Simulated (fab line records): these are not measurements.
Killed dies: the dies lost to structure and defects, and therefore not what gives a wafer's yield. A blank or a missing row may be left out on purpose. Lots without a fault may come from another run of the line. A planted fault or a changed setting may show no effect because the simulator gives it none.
Split-lot trial    flow n5_finfet    on a route of 1938 steps: 7 lots, 21 wafers read

ABOUT THE SPLIT
At N5_BEOL_M1_ETCH_64 (etches SOC in N2/H2, target depth 75 nm, overetch 15 nm, time 112.5 s), the setting source_w was moved away from the recipe's 840 W on 8 of the 21 wafers read, by -13.7% to +13.7%. For the rest of the wafers, this setting stayed at what the recipe calls for.

The reading comes from the split's own step.

THE READING
rf_vpp_V, in V, at N5_BEOL_M1_ETCH_64 (etches SOC in N2/H2, target depth 75 nm, overetch 15 nm, time 112.5 s). A value of 523.6 V with a standard deviation of 2.1 V is what fault-free wafers of this fab line usually give.

wafer   tool, chamber at the split  source_w as run, W  against the recipe  rf_vpp_V, V  against lot-mates on the recipe
L074.2  rie_diel-03, 2              840                 recipe              523.0        -
L074.3  rie_diel-03, 1              731.1               -13.0%              552.6        +29.6
L074.4  rie_diel-03, 3              731.1               -13.0%              546.2        +23.2
L076.1  rie_diel-04, 1              840                 recipe              528.0        -
L076.2  rie_diel-04, 0              840                 recipe              522.8        -
L076.4  rie_diel-04, 2              840                 recipe              522.9        -
L081.1  rie_diel-04, 2              840                 recipe              522.8        -
L081.2  rie_diel-04, 3              840                 recipe              525.3        -
L081.4  rie_diel-04, 1              840                 recipe              528.2        -
L083.3  rie_diel-04, 1              840                 recipe              526.3        -
L083.4  rie_diel-04, 3              840                 recipe              524.9        -
L083.6  rie_diel-04, 1              840                 recipe              526.6        -
L086.2  rie_diel-05, 1              955.5               +13.7%              499.0        -25.2
L086.4  rie_diel-05, 2              840                 recipe              523.3        -
L086.5  rie_diel-05, 3              840                 recipe              525.2        -
L088.1  rie_diel-03, 3              724.5               -13.7%              547.3        no lot-mate on the recipe
L088.3  rie_diel-03, 0              724.5               -13.7%              550.8        no lot-mate on the recipe
L088.4  rie_diel-03, 2              724.5               -13.7%              549.4        no lot-mate on the recipe
L090.2  rie_diel-03, 3              936.2               +11.5%              502.7        -20.0
L090.3  rie_diel-03, 2              840                 recipe              522.7        -
L090.5  rie_diel-03, 0              936.2               +11.5%              504.4        -18.3

THE FIT
A straight line over all 21 wafers: rf_vpp_V changes by -1.84 V for each +1% of source_w; r = -0.99; the points scatter about the line by 2.1 V.
The same after taking each lot's own level away (the mean of its wafers on the recipe; 18 wafers): -1.87 V for each +1%; r = -0.99; scatter 2.1 V.
On that fit, the largest move of source_w shifts the reading by 26 V.
The lots' own levels span 522.70 to 525.93 V, that is 1.5 times the standard deviation above.
Hence the lot-to-lot level has little effect on the slope; both slopes agree.
Check: for one of the wafers moved furthest among these (+13.7%), held out of the fit, the line's prediction against its lot-mates is -25.2 V. Against them it came out at -25.2 V.
Tool readings at the split's step, against how far the setting was moved: rf_vpp_V r = -0.99.

FURTHER SPLITS ON THESE WAFERS
Before the reading, these wafers also passed through other splits. Each is held against what the fit with the lots' levels taken away leaves over:
other split on the same wafers           wafers away from the commonest value  r with rf_vpp_V (lot level and that fit taken away)
N5_MOL_CONTACT_COAG_ALD_133 ald_cycles   6                                     -0.38
N5_MOL_CONTACT_COAG_VIA_ETCH_117 bias_w  6                                     -0.38
N5_BEOL_M0_SAQP_PECVD_96 time_s          4                                     +0.00
N5_BEOL_M0_SAQP_COAT_08 spin_rpm         9                                     +0.28
N5_BEOL_M1_ETCH_74 bias_w                9                                     -0.33

FILE'S OWN FIT
rf_vpp_V changes by -1.86 V for each +1% of source_w, r = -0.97.
